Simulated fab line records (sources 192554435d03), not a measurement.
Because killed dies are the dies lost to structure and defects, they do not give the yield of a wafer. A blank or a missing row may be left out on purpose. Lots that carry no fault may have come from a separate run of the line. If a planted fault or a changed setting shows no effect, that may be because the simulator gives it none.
Which of the tools did it? / flow n5 finfet / 11 lots with 33 wafers sampled at 2 steps, on a route of 1938 steps

WHAT EACH GAUGE READ, for each wafer
N5_MIM_BOT_LITHO_CD_MEAS_08: target cd 3000 nm. Usual: cd nm at 3000.2 nm, with a standard deviation of 1.1.
lot=L360; measured=day 12 14:08; on=cd sem-03; cd nm (nm)=3001.0 3000.3 3000.6; flag=
lot=L363; measured=day 13 00:50; on=cd sem-01; cd nm (nm)=2999.9 2998.1 2999.9; flag=
lot=L364; measured=day 13 21:07; on=cd sem-03; cd nm (nm)=3003.1 3001.9 3001.1; flag=
lot=L365; measured=day 13 21:19; on=cd sem-03; cd nm (nm)=2999.5 2999.5 2998.4; flag=
lot=L366; measured=day 13 21:16; on=cd sem-01; cd nm (nm)=2999.4 3000.5 3000.0; flag=
lot=L367; measured=day 14 06:31; on=cd sem-03; cd nm (nm)=3002.3 3001.4 2999.3; flag=
lot=L371; measured=day 15 19:08; on=cd sem-01; cd nm (nm)=2999.1 2999.5 3000.3; flag=
lot=L377; measured=day 17 19:56; on=cd sem-02; cd nm (nm)=3001.1 3000.5 2999.8; flag=
lot=L381; measured=day 18 09:53; on=cd sem-03; cd nm (nm)=2999.5 3000.9 2999.7; flag=
lot=L382; measured=day 18 12:41; on=cd sem-03; cd nm (nm)=3000.5 2999.3 2999.4; flag=
lot=L383; measured=day 18 20:23; on=cd sem-03; cd nm (nm)=3000.0 2998.1 3000.5; flag=

WHAT TOOL EACH LOT RAN ON (gives the tool, then ch and the chambers of the sampled wafers, and finally the start)
lot=L360; N5_BEOL_M0_WET_ETCH_106=wet bench-04 ch 1,3,4, day 5 19:01
lot=L363; N5_BEOL_M0_WET_ETCH_106=wet bench-04 ch 0,5,7, day 6 11:34
lot=L364; N5_BEOL_M0_WET_ETCH_106=wet bench-05 ch 0,5,6, day 6 19:48
lot=L365; N5_BEOL_M0_WET_ETCH_106=wet bench-04 ch 1,5,7, day 6 20:11
lot=L366; N5_BEOL_M0_WET_ETCH_106=wet bench-05 ch 2,6,7, day 7 08:11
lot=L367; N5_BEOL_M0_WET_ETCH_106=wet bench-04 ch 0,3,5, day 7 15:37
lot=L371; N5_BEOL_M0_WET_ETCH_106=wet bench-04 ch 2,4,5, day 8 14:31
lot=L377; N5_BEOL_M0_WET_ETCH_106=wet bench-05 ch 2,4,5, day 10 12:36
lot=L381; N5_BEOL_M0_WET_ETCH_106=wet bench-02 ch 2,3,5, day 10 23:16
lot=L382; N5_BEOL_M0_WET_ETCH_106=wet bench-02 ch 4,6,7, day 11 06:43
lot=L383; N5_BEOL_M0_WET_ETCH_106=wet bench-05 ch 3,4,7, day 11 16:46
- N5_BEOL_M0_WET_ETCH_106: etches SiO2 in DHF, target depth 130 nm, rinse time 30 s.

WHAT THE TOOLS THEMSELVES READ (means of the sampled wafers that have a number; where no wafer has one, the mark that the record gives instead)
The record holds no such reading with a usual standard deviation.

THE ANSWER, worked out from the rows above alone
Rule: a lot counts as off when the mean over its wafers that have a number is more than 3 standard deviations away from the usual mean. Also off: a lot with no number at a reading for which 4 or more lots have one. All remaining lots with rows at the step are treated as sound. The gauges are gone through in route order, then the tools' own readings, and for those a lot's mean is taken as printed above. The first step at which some lot is off is used, and at that step the reading that is off furthest; a lot without a number counts as furthest.
Across all readings shown, no lot is off: no conclusion can be drawn from this.

WHAT THE SIMULATOR HAD INSERTED
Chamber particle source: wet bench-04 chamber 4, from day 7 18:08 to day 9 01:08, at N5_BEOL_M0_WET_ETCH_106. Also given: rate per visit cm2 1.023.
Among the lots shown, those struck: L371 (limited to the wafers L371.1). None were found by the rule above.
